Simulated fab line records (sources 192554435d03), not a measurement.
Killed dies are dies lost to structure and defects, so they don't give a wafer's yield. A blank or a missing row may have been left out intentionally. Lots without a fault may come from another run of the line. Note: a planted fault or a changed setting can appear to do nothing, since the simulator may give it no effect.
Struck lot and sound lot, side by side	flow n5 finfet	22 steps out of a route of 1938
Sound: wafers L924.2, L924.4, L924.5. The struck wafers were L941.1, L941.2, L941.3. The cause is given at the end.
Each step with rows lists, per side, the tool, then ch with its chambers, then its first start. Under that, the readings that differ: sound wafers	struck wafers	difference of the means	sigmas: that difference in standard deviations of wafers without a fault.
alike: same words and numbers on both sides, and readings whose means sit less than 2 such deviations apart. not compared: any withheld reading, any reading some wafer has no value for, any bound like >300 that may hide the same value, and any number with overlapping values for which the record gives no deviation.
The two part at a step that has a row with sigmas, a row that says differs or no value, or rows on one side only. Non-overlapping numbers with no deviation appear without sigmas and do not part them. A reading missing from all wafers of one side parts the sides only when that side holds two or more wafers.

first, 8 steps without rows for these wafers: N5_BEOL_M15_CMP_49 (polishes, stops on SiO2, t overpolish 4.9 s, target thk 850 nm); N5_BEOL_M15_PRE_CLEAN_52 (time 15 s); N5_BEOL_M15_DEP_53 (deposits SiCN from 3MS/NH3, target thk 50 nm, time 17.8 s); N5_PASSIVATION_PECVD_00 (deposits SiO2 from SiH4/N2O, target thk 200 nm, time 11.2 s); N5_MIM_BOT_DEGAS_01 (time 60 s); N5_MIM_BOT_SPUTTER_00 (material TiN, target thk 35 nm, time 89.7 s); N5_MIM_TOP_ALD_00 (deposits Al2O3, purge time 3 s, co reactant pulse time 3 s); N5_MIM_TOP_ALD_01 (deposits HfO2, target thk 5.6 nm, pulse time 1 s, purge time 3 s).
N5_MIM_TOP_ALD_02: deposits Al2O3, purge time 3 s, co reactant pulse time 3 s.
  sound on ald hk-01 ch 0,1,2, day 11 21:00; struck on ald hk-01 ch 0,1,3, day 17 01:00
  alike: precursor pulse height rel
then, 10 steps without rows for these wafers: N5_MIM_TOP_DEGAS_04 (time 60 s); N5_MIM_TOP_SPUTTER_03 (material TiN, target thk 35 nm, time 89.7 s); N5_MIM_TOP_LITHO_HMDS_01 (time 60 s); N5_MIM_TOP_LITHO_COAT_02; N5_MIM_TOP_LITHO_EBR_04; N5_MIM_TOP_LITHO_SOFTBAKE_03 (time 90 s); N5_MIM_TOP_LITHO_EXPOSE_05 (exposes mask MIM TOP, target cd 2000 nm); N5_MIM_TOP_LITHO_PEB_06; N5_MIM_TOP_LITHO_DEVELOP_07 (develop time 60 s); N5_MIM_TOP_LITHO_HARDBAKE_09 (time 120 s).
N5_MIM_TOP_LITHO_INSPECT_12: inspects for defects (macro).
  sound on defect inspect-02, day 11 23:05; struck on defect inspect-01, day 17 02:35
reading	sound	struck	difference	sigmas
raw defect count	1 1 3	>300 >300 >300	differs	
then, 1 step without rows for these wafers: N5_MIM_TOP_LITHO_DESCUM_10 (chemistry O2, time 7.9 s).
N5_PASSIVATION_PROBE_49:
  sound on prober-02, day 12 09:07; struck on prober-02, day 17 14:43
reading	sound	struck	difference	sigmas
defect limited yield (%)	93.0 92.2 90.3	79.9 81.2 78.4	-12.0	-9
killed at other	1 0 0	146 102 165	+137	+44
killed dies	83 92 114	237 222 255	+142	+9
sort_bin_5_function (%)	3.8 4.2 5.6	12.8 11.0 13.0	+7.7	+9
sort n pass	1097 1088 1066	943 958 925	-142	-9
sort yield pct (%)	93.0 92.2 90.3	79.9 81.2 78.4	-12.0	-9
  alike: killed_at_M0_to_M3, killed_at_M4_up, killed at contacts, killed at front end, killed open, killed short, sort_bin_6_memory, sort_bin_8_speed

WHERE THEY PART
Last at N5_PASSIVATION_PROBE_49 as far as this record goes, first at N5_MIM_TOP_LITHO_INSPECT_12.

WHY: whatever the simulator had introduced
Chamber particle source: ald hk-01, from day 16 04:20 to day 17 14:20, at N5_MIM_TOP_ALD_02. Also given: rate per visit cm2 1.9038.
